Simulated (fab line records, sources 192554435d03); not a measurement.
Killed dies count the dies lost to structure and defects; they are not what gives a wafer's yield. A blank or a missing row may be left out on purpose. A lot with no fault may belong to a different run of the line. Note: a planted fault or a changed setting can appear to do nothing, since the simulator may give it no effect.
A struck lot beside a sound one    flow n5 finfet    16 steps out of a route of 1938
Sound: the wafers L634.1, L634.2, L634.4. Struck: wafers L646.2, L646.6 (left out: L646.4, a lot-mate that was not struck); the cause follows at the end.
Order at every step that has rows: each side's tool, ch and its chambers, its first start. Under that, the readings that differ: sound wafers    struck wafers    difference of the means    sigmas: that difference in standard deviations of wafers without a fault.
alike: same words and numbers on both sides, and readings whose means sit less than 2 such deviations apart. not compared: any withheld reading, any reading some wafer has no value for, any bound like >300 that may hide the same value, and any number with overlapping values for which the record gives no deviation.
Wherever a step has rows on one side only, a row that says differs or no value, or a row with sigmas, the two part there. Numbers that don't overlap but have no deviation are shown without sigmas and don't part them. A reading missing from all wafers of one side parts the sides only when that side holds two or more wafers.

first, 2 steps without rows for these wafers: N5_FIN_SAQP_HM_OPEN_73 (chemistry CHF3/O2, target SiO2, stops on a-Si, target depth 12 nm, time 16.8 s); N5_FIN_SAQP_STRIP_74 (strips in CHF3/O2).
N5_FIN_SAQP_MANDREL_ETCH_22: etches a-Si in HBr/Cl2, stops on SiNx, target depth 60 nm, bt time 10 s, time 30 s.
  sound on rie si-02 ch 2,3, day 1 22:56; struck on rie si-02 ch 2, day 4 23:07
  alike: drypump motor current A, oes product au, throttle valve pct
  not compared: rf hours counter h
N5_FIN_SAQP_STRIP_55: strips in N2/H2.
  sound on rie diel-05 ch 1,2, day 1 23:02; struck on rie diel-02 ch 3, day 4 23:13
reading                          sound           struck     difference  sigmas
drypump motor current A (A)      5.4 5.5 5.5     6.4 6.4    +0.9        +2
showerhead plenum p Torr (Torr)  3.37 3.36 3.36  3.15 3.15  -0.21       -2
  alike: oes product au, rf vpp V, temp c, throttle valve pct
  not compared: rf hours counter h
then, 3 steps without rows for these wafers: N5_FIN_SAQP_STRIP_23 (strips in SPM, time 750 s); N5_FIN_SAQP_SRD_66 (time 30 s); N5_FIN_SAQP_RECESS_75 (chemistry HF/NH3, target SiO2, target depth 14.4 nm, afs cycles 3, sublimation time 60 s).
N5_FIN_SAQP_SPACER1_ALD_24: deposits SiO2, target thk 20.3 nm, pulse time 1 s, purge time 2 s.
  sound on ald sin-02 ch 1,2,3, day 1 23:46; struck on ald sin-01 ch 0, day 5 00:35
  alike: heater power w, precursor pulse height rel
N5_FIN_SAQP_SPACER1_ETCHBACK_25: etches SiO2 in CHF3/O2, target depth 24.4 nm, time 12.2 s.
  sound on rie diel-02 ch 0,1,3, day 2 00:29; struck on rie diel-02 ch 2,3, day 5 01:18
  alike: drypump motor current A, oes product au, rf vpp V, showerhead plenum p Torr, throttle valve pct
  not compared: rf hours counter h
then, 1 step without rows for these wafers: N5_FIN_SAQP_MANDREL1_REMOVE_56 (chemistry HBr/Cl2/O2, target a-Si, stops on SiNx, bt time 10 s).
N5_FIN_SAQP_CD_MEAS_27 targets a cd of 20 nm.
  sound on cd sem-02 ch 0, day 2 00:41; struck on cd sem-03 ch 0, day 5 01:30
  alike: cd nm
N5_FIN_SAQP_ETCH_57: etches SiNx in CH3F/O2, target depth 32.5 nm, time 46.4 s.
  sound on rie diel-02 ch 0,1,3, day 2 00:44; struck on rie diel-05 ch 0,2, day 5 01:41
  alike: CH3F_flow_sccm, drypump motor current A, etch rf on time s, oes product au, rf vpp V, showerhead plenum p Torr, throttle valve pct
  not compared: rf hours counter h
N5_FIN_SAQP_ETCH_65: etches SiO2 in CF4, target depth 4 nm, time 4.4 s.
  sound on rie si-02 ch 1,2,3, day 2 00:50; struck on rie si-01 ch 0,1, day 5 01:47
reading                   sound              struck       difference  sigmas
oes product au (a.u.)     1.018 0.988 0.970  1.210 1.176  +0.201      +12
model.etch.depth nm (nm)  3.902 4.017 4.019  5.297 5.19   +1.264      
  alike: drypump motor current A, throttle valve pct
  not compared: rf hours counter h
then, 1 step without rows for these wafers: N5_FIN_SAQP_MANDREL_ETCH_58 (etches a-Si in HBr/Cl2, stops on SiNx, target depth 45 nm, bt time 10 s, time 27 s).
-- here the record skips 8 days between the struck wafers' starts before and after, leaving off in module FIN_SAQP and picking up in module BEOL_M4 (first step shown: number 1111 of the route) --
N5_BEOL_M4_RC_MEAS_101:
  sound on prober-02 ch 0, day 9 07:44; struck on prober-02 ch 0, day 12 17:11
  alike: DIBL_N, DIBL_P, IOFF_N, IOFF_P, ION_N, ION_P, SS_N, SS_P, VT_N, VT_P
-- record jumps: 4 days separate the struck wafers' starts on either side; left off in module BEOL_M4, taken up again in module PASSIVATION, whose first shown step is the route's number 1936 --
N5_PASSIVATION_PROBE_49:
  sound: prober-01 at day 13 18:02; struck: prober-02 at day 17 01:15
reading             sound     struck  difference  sigmas
killed_at_M0_to_M3  54 32 44  24 22   -20         -2
  alike: defect limited yield, killed_at_M4_up, killed at contacts, killed at front end, killed at other, killed dies, killed open, killed short, sort_bin_5_function, sort_bin_6_memory, sort_bin_8_speed, sort n pass, sort yield pct

== WHERE THEY PART ==
First at N5_FIN_SAQP_STRIP_55; last, within this record, at N5_PASSIVATION_PROBE_49.

WHY: what the simulator had put in
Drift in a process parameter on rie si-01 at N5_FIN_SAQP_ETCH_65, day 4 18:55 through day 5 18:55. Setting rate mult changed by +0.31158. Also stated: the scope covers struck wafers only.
